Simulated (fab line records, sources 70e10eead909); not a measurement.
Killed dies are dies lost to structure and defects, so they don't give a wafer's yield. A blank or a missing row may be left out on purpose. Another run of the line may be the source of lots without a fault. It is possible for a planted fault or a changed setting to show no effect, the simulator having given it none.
Chamber matching	flow nand harc	NHARC_A_CHANNEL_HOLE_D2_DEP_01 on pecvd-02 has 3 sister chambers
The step deposits SiON, target thk 140 nm. 3 wafers are shown with their chamber, then 7 later ones without.

## WAFERS PAIRED WITH THEIR CHAMBERS
wafer	chamber	heater power w (W)
L575.5	2	823
L575.6	1	675
L577.5	0	820

## WAFERS MISSING THEIR CHAMBER
wafer	heater power w (W)
L577.6	667
L580.2	785
L580.5	613
L580.6	828
L582.2	636
L582.4	800
L582.6	707

## THE CHAMBER EACH PASSED THROUGH
wafer	from the rows above	in truth
L577.6	1	1
L580.2	can't be placed: 0 or 2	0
L580.5	1	1
L580.6	can't be placed: 2 or 0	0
L582.2	1	1
L582.4	can't be placed: 0 or 2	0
L582.6	1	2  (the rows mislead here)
Correct placement for 3 of the 7. Can't be placed from these rows: 3 (the true chamber is among the candidates in 3). Wrongly placed: 1.
How it was worked out, from the rows above alone: a wafer's distance from a chamber is the root of the sum, over the readings, of the square of ((its reading less the chamber's mean) divided by the reading's scatter). If the next closest chamber is less than 2 further off than the closest, the wafer can't be placed; otherwise it belongs to the closest. Each chamber's mean is taken over the wafers shown for it. The scatter: root of mean squared gap, hidden wafer to nearest shown wafer, with one shown wafer a chamber.
